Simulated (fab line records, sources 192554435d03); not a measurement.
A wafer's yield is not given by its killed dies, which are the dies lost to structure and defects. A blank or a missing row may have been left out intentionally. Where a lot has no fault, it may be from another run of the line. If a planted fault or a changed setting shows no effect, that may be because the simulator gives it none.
Split-lot trial / flow n5-finfet / on a route of 1938 steps: 7 lots, 21 wafers read

## ABOUT THE SPLIT
At N5_BEOL_M1_ILD_DEP_00 (deposits SiOC from DEMS/O2, target thk 79 nm, time 15.3 s), the setting time-s was moved away from the recipe's 15.3 s on 6 of the 21 wafers read, by -10.1% to +12.4%. This setting was run at the recipe's value on the other wafers.

There is no step in the file separating the split from the reading.

## THE READING
At N5_BEOL_M1_THK_MEAS_01: M1_ILD_THK, given in nm. A value of 78.8 nm with a standard deviation of 1.3 nm is what fault-free wafers of this fab line usually give.

wafer=L075.2; tool, chamber at the split=pecvd-03, 0; time-s as run, s=14.25; against the recipe=-6.9%; M1_ILD_THK, nm=73.4; against lot-mates on the recipe=-6.9
wafer=L075.4; tool, chamber at the split=pecvd-03, 2; time-s as run, s=15.3; against the recipe=recipe; M1_ILD_THK, nm=79.8; against lot-mates on the recipe=-
wafer=L075.5; tool, chamber at the split=pecvd-03, 0; time-s as run, s=15.3; against the recipe=recipe; M1_ILD_THK, nm=80.8; against lot-mates on the recipe=-
wafer=L078.1; tool, chamber at the split=pecvd-03, 2; time-s as run, s=13.75; against the recipe=-10.1%; M1_ILD_THK, nm=70.8; against lot-mates on the recipe=-9.8
wafer=L078.3; tool, chamber at the split=pecvd-03, 1; time-s as run, s=13.75; against the recipe=-10.1%; M1_ILD_THK, nm=69.3; against lot-mates on the recipe=-11.3
wafer=L078.5; tool, chamber at the split=pecvd-03, 0; time-s as run, s=15.3; against the recipe=recipe; M1_ILD_THK, nm=80.6; against lot-mates on the recipe=-
wafer=L077.4; tool, chamber at the split=pecvd-04, 0; time-s as run, s=15.3; against the recipe=recipe; M1_ILD_THK, nm=78.0; against lot-mates on the recipe=-
wafer=L077.5; tool, chamber at the split=pecvd-04, 1; time-s as run, s=15.3; against the recipe=recipe; M1_ILD_THK, nm=77.0; against lot-mates on the recipe=-
wafer=L077.6; tool, chamber at the split=pecvd-04, 2; time-s as run, s=15.3; against the recipe=recipe; M1_ILD_THK, nm=78.5; against lot-mates on the recipe=-
wafer=L081.2; tool, chamber at the split=pecvd-03, 2; time-s as run, s=15.3; against the recipe=recipe; M1_ILD_THK, nm=77.7; against lot-mates on the recipe=-
wafer=L081.5; tool, chamber at the split=pecvd-03, 1; time-s as run, s=15.3; against the recipe=recipe; M1_ILD_THK, nm=78.8; against lot-mates on the recipe=-
wafer=L081.6; tool, chamber at the split=pecvd-03, 2; time-s as run, s=15.3; against the recipe=recipe; M1_ILD_THK, nm=79.3; against lot-mates on the recipe=-
wafer=L082.1; tool, chamber at the split=pecvd-03, 0; time-s as run, s=16.9; against the recipe=+10.5%; M1_ILD_THK, nm=87.1; against lot-mates on the recipe=+8.3
wafer=L082.4; tool, chamber at the split=pecvd-03, 2; time-s as run, s=15.3; against the recipe=recipe; M1_ILD_THK, nm=78.8; against lot-mates on the recipe=-
wafer=L082.5; tool, chamber at the split=pecvd-03, 0; time-s as run, s=16.9; against the recipe=+10.5%; M1_ILD_THK, nm=88.8; against lot-mates on the recipe=+10.0
wafer=L084.2; tool, chamber at the split=pecvd-04, 1; time-s as run, s=15.3; against the recipe=recipe; M1_ILD_THK, nm=77.3; against lot-mates on the recipe=-
wafer=L084.3; tool, chamber at the split=pecvd-04, 2; time-s as run, s=15.3; against the recipe=recipe; M1_ILD_THK, nm=78.5; against lot-mates on the recipe=-
wafer=L084.6; tool, chamber at the split=pecvd-04, 2; time-s as run, s=15.3; against the recipe=recipe; M1_ILD_THK, nm=79.4; against lot-mates on the recipe=-
wafer=L086.1; tool, chamber at the split=pecvd-01, 2; time-s as run, s=15.3; against the recipe=recipe; M1_ILD_THK, nm=78.1; against lot-mates on the recipe=-
wafer=L086.2; tool, chamber at the split=pecvd-01, 1; time-s as run, s=15.3; against the recipe=recipe; M1_ILD_THK, nm=77.2; against lot-mates on the recipe=-
wafer=L086.3; tool, chamber at the split=pecvd-01, 0; time-s as run, s=17.2; against the recipe=+12.4%; M1_ILD_THK, nm=88.7; against lot-mates on the recipe=+11.0

THE FIT
A straight line over all 21 wafers: M1_ILD_THK changes by +0.846 nm for each +1% of time-s; r = +0.98; the points scatter about the line by 1.1 nm.
The same after taking each lot's own level away (the mean of its wafers on the recipe; 21 wafers): +0.945 nm for each +1%; r = +0.99; scatter 0.76 nm.
The reading moves by 12 nm for the largest change in time-s, on that fit.
From 77.65 to 80.60 nm: that is the span of the lots' own levels, equal to 2.3 times the standard deviation above.
Hence the slope depends on the lot-to-lot level, as the two fits are not the same.
Check: for one of the wafers moved furthest among these (+12.4%), held out of the fit, the line's prediction against its lot-mates is +11.7 nm. Against them it came out at +11 nm.

## ADDITIONAL SPLITS CARRIED BY THESE WAFERS
Other splits were also applied to these wafers ahead of the reading. Each is held against what the fit with the lots' levels taken away leaves over:
other split on the same wafers=N5_BEOL_M0_SAQP_EXPOSE_37 dose-mj; wafers away from the commonest value=10; r with M1_ILD_THK (lot level and that fit taken away)=+0.13

## THE WHOLE CHAIN: every reading that the file lists as answering this split, in the file's order
step=N5_BEOL_M1_ILD_DEP_00; what it does=deposits SiOC from DEMS/O2, target thk 79 nm, time 15.3 s; reading=SiOC_of_BEOL_M1_ILD_DEP_00.thk-nm (the simulator's own value, which no gauge read); change (the file's fit)=+0.935 nm for each +1% of the setting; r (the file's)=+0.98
step=N5_BEOL_M1_THK_MEAS_01; what it does=; reading=M1_ILD_THK; change (the file's fit)=+0.937 for each +1% of the setting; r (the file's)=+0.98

## THE FILE'S OWN FIT
M1_ILD_THK changes by +0.937 nm for each +1% of time-s, r = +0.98.
